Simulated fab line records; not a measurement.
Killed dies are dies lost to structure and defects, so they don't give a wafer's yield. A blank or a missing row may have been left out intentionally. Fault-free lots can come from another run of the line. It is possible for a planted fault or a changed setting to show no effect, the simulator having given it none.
Matching of chambers | flow n5-finfet | N5_BEOL_M5_CMP_52 on cmp-01 has 3 sister chambers
The step polishes, stops on SiCOH lowk, t overpolish 6.9 s, target thk 62 nm. 6 wafers are shown with their chamber, then 5 later ones without.

## WAFERS, EACH WITH ITS CHAMBER
wafer  | chamber | time-to-endpoint-s (s) | motor-current-A (A)
L079.1 | 3       | 62.8                   | 5.7
L082.6 | 1       | 59.2                   | 6.0
L083.1 | 1       | 58.8                   | 6.3
L083.2 | 2       | 60.2                   | 5.5
L083.3 | 3       | 62.8                   | 5.8
L088.3 | 2       | 62.2                   | 5.1

## WAFERS WITH NO CHAMBER GIVEN
wafer  | time-to-endpoint-s (s) | motor-current-A (A)
L088.5 | 66.2                   | 5.2
L094.2 | 69.5                   | 5.6
L094.5 | 64.2                   | 5.8
L097.1 | 66.9                   | 5.7
L097.6 | 59.9                   | 5.5

## CHAMBER TAKEN BY EACH
wafer  | from the rows above          | in truth
L088.5 | can't be placed: 3 or 2      | 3
L094.2 | can't be placed: 3 or 2      | 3
L094.5 | 3                            | 3
L097.1 | 3                            | 3
L097.6 | can't be placed: 2 or 1 or 3 | 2
Placed correctly: 2 of 5. Not placeable from these rows: 3 (in 3, the candidates include the true chamber). 0 placed wrongly.
How it was worked out, from the rows above alone: a wafer's distance from a chamber is the root of the sum, over the readings, of the square of ((its reading less the chamber's mean) divided by the reading's scatter). The wafer belongs to the nearest chamber; if the next one is less than 2 further off, it can't be placed. Each chamber's mean is taken over the wafers shown for it. How the scatter is found: for the shown wafers, subtract from each reading the mean of its chamber, square and add these, divide the total by (wafers less chambers), then take the root.
